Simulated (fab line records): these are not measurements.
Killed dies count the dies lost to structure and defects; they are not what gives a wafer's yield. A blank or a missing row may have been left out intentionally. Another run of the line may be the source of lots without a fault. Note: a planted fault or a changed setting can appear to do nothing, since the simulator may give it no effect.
Matching of chambers ; flow n5_finfet ; N5_DUMMY_REMOVAL_HM_STRIP_01 on rie_diel-03 has 4 sister chambers
The step strips SiNx in CH3F/O2, stops on poly-Si, target depth 4 nm, time 6.8 s. 22 wafers are shown with their chamber, then 11 later ones without.

EACH WAFER AND ITS CHAMBER
wafer;chamber;drypump_motor_current_A (A);showerhead_plenum_p_Torr (Torr);throttle_valve_pct (%)
L074.1;1;5.1;1.99;16.75
L074.2;2;5.9;1.94;16.69
L074.3;0;5.4;2.08;16.55
L074.4;3;5.2;1.93;16.42
L074.5;1;5.1;1.99;16.75
L074.6;2;5.8;1.94;16.68
L075.1;2;5.9;1.94;16.71
L075.4;3;5.2;1.93;16.42
L075.6;3;5.2;1.93;16.42
L077.1;3;5.2;1.92;16.44
L077.4;1;5.1;1.98;16.76
L077.6;1;5.1;1.98;16.76
L079.1;1;5.1;1.98;16.76
L079.2;3;5.2;1.92;16.44
L079.3;0;5.4;2.07;16.57
L090.1;1;5.1;1.98;16.80
L090.2;0;5.4;2.07;16.60
L090.3;3;5.2;1.92;16.46
L091.1;0;5.4;2.07;16.61
L091.2;1;5.1;1.98;16.80
L091.3;3;5.2;1.92;16.46
L091.4;1;5.1;1.98;16.79

SIGNATURES (means of the wafers above)
reading;chamber 0;chamber 1;chamber 2;chamber 3;scatter within a chamber
drypump_motor_current_A;5.400;5.100;5.867;5.200;0.0192
showerhead_plenum_p_Torr;2.0725;1.9825;1.9400;1.9243;0.00469
throttle_valve_pct;16.5825;16.7713;16.6933;16.4371;0.021
Rule: for a wafer and a chamber, the distance is found by dividing, reading by reading, the gap between the wafer's reading and the chamber's mean by the reading's scatter, squaring, summing and taking the root. If the next closest chamber is less than 2 further off than the closest, the wafer can't be placed; otherwise it belongs to the closest. The scatter: take each reading less its chamber's mean, square it, sum over the shown wafers, divide by the number of wafers less the number of chambers, and take the root.

WAFERS WHOSE CHAMBER IS MISSING
wafer;drypump_motor_current_A (A);showerhead_plenum_p_Torr (Torr);throttle_valve_pct (%)
L091.5;5.4;2.07;16.61
L091.6;5.2;1.92;16.47
L092.1;5.1;1.97;16.80
L092.4;5.1;1.97;16.80
L092.6;5.2;1.92;16.46
L095.2;5.2;1.91;16.48
L095.3;5.4;2.06;16.62
L095.4;5.1;1.97;16.83
L095.6;5.2;1.92;16.48
L097.1;5.2;1.91;16.48
L097.3;5.4;2.06;16.66

CHAMBER TAKEN BY EACH
wafer;from the rows above;in truth
L091.5;0;0
L091.6;3;3
L092.1;1;1
L092.4;1;1
L092.6;3;3
L095.2;3;3
L095.3;0;0
L095.4;1;1
L095.6;3;3
L097.1;3;3
L097.3;0;0
Correct placement for 11 of the 11. Left unplaced by these rows: 0. 0 placed wrongly.
